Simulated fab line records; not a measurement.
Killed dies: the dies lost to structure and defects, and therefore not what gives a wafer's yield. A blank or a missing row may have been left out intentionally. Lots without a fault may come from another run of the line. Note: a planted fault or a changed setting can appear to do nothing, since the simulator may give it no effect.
The tool behind it: which one? | flow n5_finfet | 9 lots with 27 wafers sampled at 5 steps, on a route of 1938 steps

## WHAT EACH GAUGE READ, for each wafer
N5_BEOL_M11_CD_MEAS_28 targets a cd of 70 nm.
lot  | measured     | on        | cd_nm (nm)
L473 | day 13 03:11 | cd_sem-01 | 70.4 70.6 70.1
L475 | day 14 01:41 | cd_sem-02 | 71.8 71.0 68.8
L478 | day 14 13:14 | cd_sem-03 | 69.2 69.4 70.6
L479 | day 14 16:19 | cd_sem-03 | 70.0 69.4 69.3
L483 | day 15 20:19 | cd_sem-01 | 69.9 71.3 70.4
L482 | day 16 10:16 | cd_sem-01 | 68.0 68.5 70.1
L486 | day 16 18:16 | cd_sem-02 | 67.9 68.3 66.3
L490 | day 18 13:59 | cd_sem-01 | 72.4 68.6 70.4
L494 | day 19 00:13 | cd_sem-03 | 69.1 69.6 69.9

N5_BEOL_M12_THK_MEAS_01.
lot  | measured     | on            | M12_ILD_THK (nm)
L473 | day 13 06:05 | film_metro-02 | 665 661 668
L475 | day 14 04:38 | film_metro-02 | 637 655 660
L478 | day 14 16:57 | film_metro-01 | 655 662 684
L479 | day 14 20:00 | film_metro-02 | 675 656 676
L483 | day 15 23:29 | film_metro-02 | 654 655 654
L482 | day 16 13:36 | film_metro-01 | 665 670 695
L486 | day 16 22:44 | film_metro-01 | 690 692 665
L490 | day 18 18:52 | film_metro-02 | 655 663 665
L494 | day 19 05:58 | film_metro-01 | 652 647 657

## WHICH TOOL RAN EACH LOT (tool, then ch and the chambers of the sampled wafers, then the start)
lot  | N5_BEOL_M11_ETCH_61                | N5_BEOL_M11_VIA_ETCH_34            | N5_BEOL_M12_ILD_DEP_00
L473 | rie_diel-03 ch 1,2,3, day 13 01:53 | rie_diel-06 ch 0,3, day 13 03:29   | pecvd-03 ch 0,1,2, day 13 05:58
L475 | rie_diel-02 ch 1,2, day 13 23:41   | rie_diel-03 ch 1,2, day 14 01:58   | pecvd-01 ch 0,1, day 14 04:31
L478 | rie_diel-03 ch 1,2, day 14 11:37   | rie_diel-02 ch 1,3, day 14 13:40   | pecvd-03 ch 0,1,2, day 14 16:49
L479 | rie_diel-06 ch 0,1,3, day 14 15:04 | rie_diel-06 ch 0,2,3, day 14 16:40 | pecvd-03 ch 0,1, day 14 19:52
L483 | rie_diel-03 ch 1,2,3, day 15 19:14 | rie_diel-03 ch 1,2,3, day 15 20:37 | pecvd-01 ch 0,1,2, day 15 23:21
L482 | rie_diel-02 ch 2,3, day 16 08:02   | rie_diel-06 ch 0,2, day 16 10:34   | pecvd-01 ch 1,2, day 16 13:28
L486 | rie_diel-02 ch 0,1, day 16 16:32   | rie_diel-06 ch 0,2,3, day 16 18:53 | pecvd-01 ch 0,1,2, day 16 22:35
L490 | rie_diel-03 ch 1,2,3, day 18 12:44 | rie_diel-03 ch 0,2,3, day 18 14:35 | pecvd-03 ch 0,1,2, day 18 18:44
L494 | rie_diel-03 ch 0,2,3, day 18 23:10 | rie_diel-06 ch 0,1,3, day 19 01:03 | pecvd-02 ch 1,2, day 19 05:49
- N5_BEOL_M11_ETCH_61: etches SiARC in CF4, target depth 39 nm, time 65 s.
- N5_BEOL_M11_VIA_ETCH_34: etches SiCOH lowk in C4F6/O2, target depth 184.5 nm, time 69.2 s.
- N5_BEOL_M12_ILD_DEP_00: deposits SiOC from DEMS/O2, target thk 658.92 nm, time 130.7 s.

## WHAT THE TOOLS THEMSELVES READ (means of the sampled wafers that have a number; where no wafer has one, the mark that the record gives instead)
N5_BEOL_M11_ETCH_61.
lot  | tool        | drypump_motor_current_A (A) | etch_rf_on_time_s (s) | oes_product_au (a.u.) | rf_vpp_V (V) | showerhead_plenum_p_Torr (Torr) | throttle_valve_pct (%)
L473 | rie_diel-03 | 5.8                         | 63.4                  | 0.69                  | 184.7        | 2.23                            | 15.67
L475 | rie_diel-02 | 5.6                         | 64.5                  | 0.64                  | 182.3        | 2.00                            | 15.63
L478 | rie_diel-03 | 6.1                         | 62.3                  | 0.76                  | 184.5        | 2.21                            | 15.47
L479 | rie_diel-06 | 5.7                         | 63.4                  | 0.74                  | 184.4        | 2.13                            | 15.39
L483 | rie_diel-03 | 5.8                         | 63.3                  | 0.75                  | 184.9        | 2.22                            | 15.54
L482 | rie_diel-02 | 5.8                         | 64.4                  | 0.61                  | 183.8        | 2.11                            | 15.63
L486 | rie_diel-02 | 5.7                         | 64.7                  | 0.72                  | 182.9        | 2.09                            | 15.56
L490 | rie_diel-03 | 5.8                         | 63.5                  | 0.72                  | 185.6        | 2.21                            | 15.58
L494 | rie_diel-03 | 5.9                         | 62.8                  | 0.68                  | 185.9        | 2.19                            | 15.50

N5_BEOL_M11_VIA_ETCH_34.
lot  | tool        | drypump_motor_current_A (A) | oes_f_703_au (a.u.) | oes_product_au (a.u.) | rf_vpp_V (V) | showerhead_plenum_p_Torr (Torr) | throttle_valve_pct (%)
L473 | rie_diel-06 | 6.0                         | 0.78                | 0.80                  | 658          | 2.82                            | 20.73
L475 | rie_diel-03 | 6.1                         | 0.90                | 0.88                  | 662          | 2.93                            | 20.74
L478 | rie_diel-02 | 5.6                         | 0.73                | 0.74                  | 674          | 2.80                            | 20.82
L479 | rie_diel-06 | 5.6                         | 0.80                | 0.80                  | 653          | 2.84                            | 20.74
L483 | rie_diel-03 | 5.8                         | 0.88                | 0.86                  | 658          | 2.95                            | 20.87
L482 | rie_diel-06 | 5.5                         | 0.81                | 0.79                  | 639          | 2.88                            | 20.70
L486 | rie_diel-06 | 5.6                         | 0.79                | 0.78                  | 654          | 2.83                            | 20.77
L490 | rie_diel-03 | 5.9                         | 0.81                | 0.79                  | 665          | 2.91                            | 20.70
L494 | rie_diel-06 | 5.7                         | 0.81                | 0.82                  | 661          | 2.82                            | 20.70

N5_BEOL_M12_ILD_DEP_00.
lot  | tool     | heater_power_w (W) | showerhead_plenum_p_Torr (Torr) | susceptor_temp_C (C) | throttle_valve_pct (%)
L473 | pecvd-03 | 511                | 5.691                           | 350.07               | 11.7
L475 | pecvd-01 | 525                | 5.686                           | 350.08               | 12.5
L478 | pecvd-03 | 498                | 5.695                           | 349.94               | 11.8
L479 | pecvd-03 | 486                | 5.699                           | 350.00               | 12.1
L483 | pecvd-01 | 528                | 5.691                           | 350.06               | 12.0
L482 | pecvd-01 | 558                | 5.701                           | 350.13               | 11.9
L486 | pecvd-01 | 506                | 5.689                           | 350.02               | 12.0
L490 | pecvd-03 | 516                | 5.687                           | 349.93               | 11.8
L494 | pecvd-02 | 466                | 5.691                           | 349.79               | 11.7

## THE ANSWER, worked out from the rows above alone
Rule: usual is defined by the lots themselves. Put in order of their means at a reading, lots are off if they are a third of the lots or fewer, leave a main group of 4 or more, and stand apart from it by a gap of 3 or more times the standard deviation of the main group's means; of several such gaps the widest counts. A main group is skipped when, at the precision printed for the reading in the tables above, its means are all equal. Also off: a lot with no number at a reading for which 4 or more lots have one. Where the step has rows for the other lots, those lots are counted as sound. The gauges are gone through in route order, then the tools' own readings, and for those a lot's mean is taken as printed above. At the first step where some lot is off, the reading lying furthest off is the one used; lots without a number count as furthest.
No lot is off on any of the readings shown, so nothing can be concluded from this.

## WHAT THE SIMULATOR HAD INSERTED
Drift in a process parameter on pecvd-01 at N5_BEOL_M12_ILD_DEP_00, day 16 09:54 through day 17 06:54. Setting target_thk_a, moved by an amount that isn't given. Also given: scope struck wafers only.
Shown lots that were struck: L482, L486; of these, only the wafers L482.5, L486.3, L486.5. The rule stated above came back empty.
